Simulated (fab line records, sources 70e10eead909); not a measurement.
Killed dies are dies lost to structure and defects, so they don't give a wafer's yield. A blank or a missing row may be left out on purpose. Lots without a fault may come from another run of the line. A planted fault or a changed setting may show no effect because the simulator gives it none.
A struck lot beside a sound one | flow nand_harc | 43 steps out of a route of 1302
Sound: wafers L887.2, L887.3, L887.6. Struck: wafer L900.3. (L900.4, L900.6 of the same lot were not struck and are left out.) The cause comes at the end.
At each step with rows: each side's tool, then ch and its chambers, then its first start. Under that, the readings that differ: sound wafers | struck wafers | difference of the means | sigmas: that difference in standard deviations of wafers without a fault.
alike: readings whose means differ by less than 2 such deviations, and words and numbers that are the same on both sides. not compared: withheld readings, readings that some wafer has no value for, bounds like >300 that may hide the same value, and numbers for which the record gives no deviation and whose values overlap.
The two part at a step that has a row with sigmas, a row that says differs or no value, or rows on one side only. Numbers that don't overlap but have no deviation are shown without sigmas and don't part them. A reading that every wafer of one side lacks parts them only if that side has two wafers or more.

NHARC_A_CONTACT_INSPECT_44:
  sound on defect_inspect-02, day 22 09:25; struck on defect_inspect-01, day 28 07:26
  alike: raw_defect_count
then, 2 steps without rows for these wafers: NHARC_A_CONTACT_DESCUM_47 (chemistry O2, time 3 s); NHARC_A_CONTACT_ETCH_48 (etches the open film in CF4, target depth 39 nm, time 65 s).
NHARC_A_CONTACT_ETCH_49: etches the open film in N2/H2, target depth 260 nm, time 475.3 s.
  sound on rie_diel-02 ch 1,2; struck on rie_diel-02 ch 0
  reading                         | sound             | struck | difference | sigmas
  rf_vpp_V (V)                    | 428.1 426.7 428.7 | 433.0  | +5.2       | +2
  showerhead_plenum_p_Torr (Torr) | 1.97 1.92 1.97    | 2.15   | +0.20      | +3
  alike: drypump_motor_current_A, oes_product_au, throttle_valve_pct
  not compared: rf_hours_counter_h
then, 1 step without rows for these wafers: NHARC_A_CONTACT_ETCH_50 (etches the open film in CF4/CHF3, target depth 121 nm, time 60.5 s).
NHARC_A_CONTACT_ETCH_51: etches the open film in O2/COS, target depth 7000 nm, time 1820 s.
  sound on rie_diel-02 ch 0,1,3; struck on rie_diel-02 ch 2
  reading      | sound             | struck | difference | sigmas
  rf_vpp_V (V) | 311.9 315.5 316.5 | 310.6  | -4.0       | -2
  alike: drypump_motor_current_A, oes_product_au, showerhead_plenum_p_Torr, throttle_valve_pct
  not compared: rf_hours_counter_h
then, 6 steps without rows for these wafers: NHARC_A_CONTACT_ETCH_111 (etches the open film in C4F8/O2/Ar, time 140 s, target depth 700 nm); NHARC_A_CONTACT_ETCH_112 (etches the open film in C4F8/O2/Ar, time 190 s, target depth 1850 nm); NHARC_A_CONTACT_ETCH_113 (etches the open film in C4F8/O2/Ar, time 190 s, target depth 1850 nm); NHARC_A_CONTACT_ETCH_114 (etches the open film in C4F8/O2/Ar, time 190 s, target depth 1850 nm); NHARC_A_CONTACT_ETCH_115 (etches the open film in C4F8/O2/Ar, time 190 s, target depth 1850 nm); NHARC_A_CONTACT_ETCH_116 (etches the open film in C4F8/O2/Ar, time 190 s, target depth 1850 nm).
NHARC_A_CONTACT_ETCH_117: etches the open film in C4F8/O2/Ar, time 190 s, target depth 1850 nm.
  sound on har_cap_etch-03 ch 0, day 22 12:22; struck on har_cap_etch-02 ch 0, day 28 11:09
  not compared: rf_hours_counter_h
then, 4 steps without rows for these wafers: NHARC_A_CONTACT_ETCH_118 (etches the open film in C4F8/O2/Ar, time 190 s, target depth 1850 nm); NHARC_A_CONTACT_ETCH_119 (etches the open film in C4F8/O2/Ar, time 190 s, target depth 1850 nm); NHARC_A_CONTACT_ETCH_120 (etches the open film in C4F8/O2/Ar, time 190 s, target depth 1850 nm); NHARC_A_CONTACT_ETCH_121 (etches the open film in C4F8/O2/Ar, time 190 s, target depth 1850 nm).
NHARC_A_CONTACT_ETCH_122: etches the open film in C4F8/O2/Ar, time 190 s, target depth 1850 nm.
  sound on har_cap_etch-03 ch 0, day 22 13:13; struck on har_cap_etch-02 ch 0, day 28 12:00
  not compared: rf_hours_counter_h
then, 3 steps without rows for these wafers: NHARC_A_CONTACT_ETCH_123 (etches the open film in C4F8/O2/Ar, time 490 s, target depth 2110 nm); NHARC_A_CONTACT_ETCH_90 (etches the open film in CH3F/O2, target depth 40 nm, time 85.7 s); NHARC_A_CONTACT_ETCH_96 (etches the open film in C4F6/O2, target depth 20 nm, time 10 s).
NHARC_A_CONTACT_CD_MEAS_53:
  sound on cd_sem-02, day 22 14:35; struck on cd_sem-01, day 28 13:19
  alike: cd_nm
then, 4 steps without rows for these wafers: NHARC_A_CONTACT_STRIP_99 (strips in N2/H2); NHARC_A_CONTACT_STRIP_100 (strips in CF4/CHF3); NHARC_A_CONTACT_STRIP_101 (strips in O2/COS); NHARC_A_CONTACT_ETCH_102 (etches the open film in CF4/O2, target depth 100 nm, overetch 10 nm, time 55 s).
NHARC_A_CONTACT_STRIP_55: strips in O2.
  sound on rie_diel-03 ch 1,2,3; struck on rie_diel-03 ch 0
  alike: drypump_motor_current_A, oes_product_au, rf_vpp_V, showerhead_plenum_p_Torr, throttle_valve_pct
  not compared: rf_hours_counter_h
then, 2 steps without rows for these wafers: NHARC_A_CONTACT_STRIP_56 (strips in post etch residue remover, time 600 s); NHARC_A_CONTACT_DEP_57 (deposits aC, target thk 5300 nm).
NHARC_A_CONTACT_DEP_58: deposits SiON, target thk 90 nm.
  sound on pecvd-01 ch 0,2, day 22 19:13; struck on pecvd-01 ch 2, day 28 20:07
  alike: heater_power_w
then, 10 steps without rows for these wafers: NHARC_A_CONTACT_DEHYDRATE_59 (time 120 s); NHARC_A_CONTACT_HMDS_60 (time 30 s); NHARC_A_CONTACT_COAT_61 (time 75 s); NHARC_A_CONTACT_COAT_62 (time 65 s); NHARC_A_CONTACT_COAT_63 (resist thk 90 nm); NHARC_A_CONTACT_SOFTBAKE_64 (time 55 s); NHARC_A_CONTACT_EBR_65; NHARC_A_CONTACT_EXPOSE_66 (exposes mask A CC 2); NHARC_A_CONTACT_PEB_67 (peb time 65 s); NHARC_A_CONTACT_DEVELOP_68 (develop time 35 s).
NHARC_A_CONTACT_CD_MEAS_69: target cd 300 nm.
  sound on cd_sem-02 ch 0, day 22 19:55; struck on cd_sem-01 ch 0, day 28 20:47
  alike: cd_nm
NHARC_A_CONTACT_OVL_MEAS_70:
  sound on overlay-01, day 22 20:01; struck on overlay-02, day 28 20:52
  alike: overlay_x_nm, overlay_y_nm
-- the record jumps here: 3 days lie between the struck wafers' starts before and after (it left off in module A_CONTACT and takes up again in module END, whose first step shown is number 1302 of the route) --
NHARC_END_SORT_01:
  the record has rows for the struck wafers here (prober-01 ch 0, day 31 11:13) and none for the sound ones

WHERE THEY PART
First at NHARC_A_CONTACT_ETCH_49; last, within this record, at NHARC_END_SORT_01.

WHY: what the simulator had put in
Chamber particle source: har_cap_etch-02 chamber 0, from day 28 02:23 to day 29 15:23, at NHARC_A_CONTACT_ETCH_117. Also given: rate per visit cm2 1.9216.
